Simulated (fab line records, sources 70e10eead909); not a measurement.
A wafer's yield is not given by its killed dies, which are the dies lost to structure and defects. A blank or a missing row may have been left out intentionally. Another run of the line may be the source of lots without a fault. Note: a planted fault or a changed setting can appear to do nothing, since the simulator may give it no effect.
Chamber matching / flow nand harc / rie diel-05 running NHARC_HYBRID_BOND_ACTIVATE_00: 4 sister chambers
The step chemistry N2, time 60 s. 4 wafers are shown with their chamber, then 11 later ones without.

## WAFERS WITH THEIR CHAMBER
wafer=L428.1; chamber=1; showerhead plenum p Torr (Torr)=1.68
wafer=L429.6; chamber=3; showerhead plenum p Torr (Torr)=1.80
wafer=L431.3; chamber=2; showerhead plenum p Torr (Torr)=1.68
wafer=L432.2; chamber=0; showerhead plenum p Torr (Torr)=1.83

## WAFERS MISSING THEIR CHAMBER
wafer=L432.5; showerhead plenum p Torr (Torr)=1.79
wafer=L432.6; showerhead plenum p Torr (Torr)=1.68
wafer=L436.2; showerhead plenum p Torr (Torr)=1.83
wafer=L436.4; showerhead plenum p Torr (Torr)=1.67
wafer=L436.6; showerhead plenum p Torr (Torr)=1.67
wafer=L443.2; showerhead plenum p Torr (Torr)=1.83
wafer=L443.4; showerhead plenum p Torr (Torr)=1.83
wafer=L443.6; showerhead plenum p Torr (Torr)=1.68
wafer=L444.1; showerhead plenum p Torr (Torr)=1.67
wafer=L444.3; showerhead plenum p Torr (Torr)=1.83
wafer=L444.5; showerhead plenum p Torr (Torr)=1.79

## EACH ONE'S CHAMBER
wafer=L432.5; from the rows above=3; in truth=3
wafer=L432.6; from the rows above=can't be placed: 1 or 2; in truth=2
wafer=L436.2; from the rows above=0; in truth=0
wafer=L436.4; from the rows above=can't be placed: 1 or 2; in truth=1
wafer=L436.6; from the rows above=can't be placed: 1 or 2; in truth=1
wafer=L443.2; from the rows above=0; in truth=0
wafer=L443.4; from the rows above=0; in truth=0
wafer=L443.6; from the rows above=can't be placed: 1 or 2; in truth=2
wafer=L444.1; from the rows above=can't be placed: 1 or 2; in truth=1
wafer=L444.3; from the rows above=0; in truth=0
wafer=L444.5; from the rows above=3; in truth=3
Placed correctly: 6 of 11. Not placeable from these rows: 5 (in 5, the candidates include the true chamber). 0 placed wrongly.
How it was worked out, from the rows above alone: a wafer's distance from a chamber is the root of the sum, over the readings, of the square of ((its reading less the chamber's mean) divided by the reading's scatter). The wafer belongs to the nearest chamber; if the next one is less than 2 further off, it can't be placed. A chamber's mean is the mean of its shown wafers. The scatter (one wafer shown for each chamber): square how far every hidden wafer sits from the nearest shown wafer, average those squares and take the square root.
